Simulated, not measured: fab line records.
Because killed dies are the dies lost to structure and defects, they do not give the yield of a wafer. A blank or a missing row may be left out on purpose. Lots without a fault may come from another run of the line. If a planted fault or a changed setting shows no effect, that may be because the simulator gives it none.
Chamber matching -- flow n5 finfet -- N5_BEOL_M0_CMP_120 on cmp-02: 4 sister chambers
The step polishes, stops on SiOC, t overpolish 6.9 s. 4 wafers are shown with their chamber, then 8 later ones without.

== WAFERS PAIRED WITH THEIR CHAMBERS ==
wafer,chamber,motor current A (A)
L085.2,3,5.1
L085.5,1,5.5
L085.6,2,6.8
L088.3,0,5.8

== WAFERS WITH NO CHAMBER GIVEN ==
wafer,motor current A (A)
L088.5,4.9
L088.6,5.8
L093.2,5.1
L093.4,5.5
L093.6,5.1
L096.1,6.5
L096.2,5.8
L096.6,5.5

== EACH ONE'S CHAMBER ==
wafer,from the rows above,in truth
L088.5,3,3
L088.6,0,0
L093.2,3,3
L093.4,1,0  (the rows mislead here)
L093.6,3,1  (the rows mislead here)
L096.1,2,2
L096.2,0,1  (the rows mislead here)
L096.6,1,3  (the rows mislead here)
4 of 8 placed correctly. Not placeable from these rows: 0. Placed wrongly: 4.
How it was worked out, from the rows above alone: a wafer's distance from a chamber is the root of the sum, over the readings, of the square of ((its reading less the chamber's mean) divided by the reading's scatter). The wafer belongs to the nearest chamber; if the next one is less than 2 further off, it can't be placed. Each chamber's mean is taken over the wafers shown for it. The scatter: with one shown wafer a chamber, the root of the mean of the squares of how far each hidden wafer lies from its nearest shown one.
